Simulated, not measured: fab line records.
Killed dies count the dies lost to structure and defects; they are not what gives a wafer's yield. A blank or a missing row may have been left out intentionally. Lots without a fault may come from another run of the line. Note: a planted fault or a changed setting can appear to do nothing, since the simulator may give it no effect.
Matching of chambers	flow n5 finfet	N5_BEOL_M11_DEP_56 on pecvd-04 has 3 sister chambers
The step deposits SiCN from 3MS/NH3, target thk 30 nm, time 10.5 s. 3 wafers are shown with their chamber, then 8 later ones without.

== WAFERS WITH THEIR CHAMBER ==
wafer	chamber	throttle valve pct (%)
L615.2	0	18.8
L615.3	2	17.3
L622.1	1	17.6

== WAFERS WITH NO CHAMBER GIVEN ==
wafer	throttle valve pct (%)
L622.3	17.4
L622.4	17.7
L620.1	17.5
L620.4	17.5
L620.5	18.7
L623.2	18.8
L623.3	17.5
L623.6	18.7

== EACH ONE'S CHAMBER ==
wafer	from the rows above	in truth
L622.3	can't be placed: 2 or 1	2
L622.4	1	1
L620.1	can't be placed: 1 or 2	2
L620.4	can't be placed: 1 or 2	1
L620.5	0	0
L623.2	0	0
L623.3	can't be placed: 1 or 2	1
L623.6	0	0
Correctly placed: 4 of 8. Cannot be placed on the basis of these rows: 4; the candidates contain the true chamber in 4. Placed wrongly: 0.
How it was worked out, from the rows above alone: a wafer's distance from a chamber is the root of the sum, over the readings, of the square of ((its reading less the chamber's mean) divided by the reading's scatter). If the next closest chamber is less than 2 further off than the closest, the wafer can't be placed; otherwise it belongs to the closest. Each chamber's mean is taken over the wafers shown for it. The scatter (one wafer shown for each chamber): square how far every hidden wafer sits from the nearest shown wafer, average those squares and take the square root.
